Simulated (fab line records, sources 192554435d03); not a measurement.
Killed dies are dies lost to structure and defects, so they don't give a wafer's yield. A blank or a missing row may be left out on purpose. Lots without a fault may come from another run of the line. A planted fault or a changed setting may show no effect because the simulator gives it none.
fab line records | flow n5_finfet
record lots=7 wafers=39
route steps=1938 shown MIM_TOP_ETCH@1853
start_h: hours from the record's first day to the start of the lot's first wafer shown | wait_h: hours since the lot's step before | " the same as in the row above | L1.1+2: a row that stands for several wafers | - no value, or no start given | * or withheld: withheld | < > ~ a bound
route shown NAME@n: a module of which the file shows steps, and the number in the route of the first | usual: mean/standard deviation of fault-free wafers | same: alike in all rows | chamber/n: place in a boat | sites: the reading at each site | _std_site: their standard deviation | _edge_site: outer sites' mean less inner sites' | radius_mm: how far each site lies from the wafer's centre | mask NAME#n: copy n | behind: the tool/chamber that last shaped the wafer | hold: why the lot was held/for how many hours/how that ended | device: the transistor (n, p or np) that didn't switch | end of line: the same wafers' tests at the end of the route | a step without rows: its recipe alone | killed: dies lost to structure and defects at the first sort, not the wafer's yield | map: a wafer's dies, x killed, . not, _ none there
set.NAME: the setting as run; set.NAME@STEP: as run at that earlier step | model.NAME: the simulator's own value behind a step, which no gauge read
lots whose settings were changed on purpose; a table a step, a row a wafer
## steps
# step N5_MIM_TOP_ETCH_PECVD_03
# recipe material=SiNx target_thk_a=200 temp_c=400 precursor=SiH4/NH3/N2 pressure_torr=1.5 rf_w=300 time_s=17.6
# columns lot.wafer tool chamber start_h wait_h set.time_s model.SiNx_of_MIM_TOP_ETCH_PECVD_03.thk_nm
L075.1 pecvd-03 2 263.40 - 17.6 20
L075.2 " 0 " " 17.6 20.2
L075.3 " 1 " " 23.91 26.8
L075.4 " 2 " " 23.91 27.4
L075.5 " 1 " " 23.91 27.6
L075.6 " 0 " " 17.6 20.6
L078.1+2+5 pecvd-04 1,0,2 281.70 - 17.6 20.2
L078.3 " 2 " " 17.6 19.8
L078.4+6 " 0,1 " " 17.6 20.4
L085.1+3 pecvd-04 1,2 315.75 - 17.6 19.8
L085.2 " 0 " " 17.6 20
L085.4+5+6 " 0,1,2 " " 17.6 20.4
L090.1+3 pecvd-02 2,1 342.43 - 17.6 19.8
L090.2 " 0 " " 17.6 19.4
L090.4 " 2 " " 17.6 20.2
L090.5 " 1 " " 17.6 20
L090.6 " 0 " " 17.6 19.6
L087.2 pecvd-02 2 343.48 - 17.6 20
L087.4 " 1 " " 17.6 20.2
L087.6 " 0 " " 17.6 19.8
L091.1 pecvd-03 2 344.02 - 9.659 11
L091.2 " 1 " " 17.6 19.6
L091.3+4 " 0,2 " " 9.659 11.2
L091.5 " 0 " " 17.6 20.4
L091.6 " 1 " " 17.6 20
L093.1 pecvd-04 1 396.49 - 20.32 23
L093.2 " 2 " " 17.6 20
L093.3 " 0 " " 20.32 23.2
L093.4 " 0 " " 17.6 20.4
L093.5 " 2 " " 17.6 20.2
L093.6 " 1 " " 20.32 23.8
## key
split step=N5_MIM_TOP_ETCH_PECVD_03 setting=time_s stated=17.6 by=wafer
response step=N5_MIM_TOP_ETCH_PECVD_03 reading=model.SiNx_of_MIM_TOP_ETCH_PECVD_03.thk_nm change=+0.196 per=1% r=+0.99
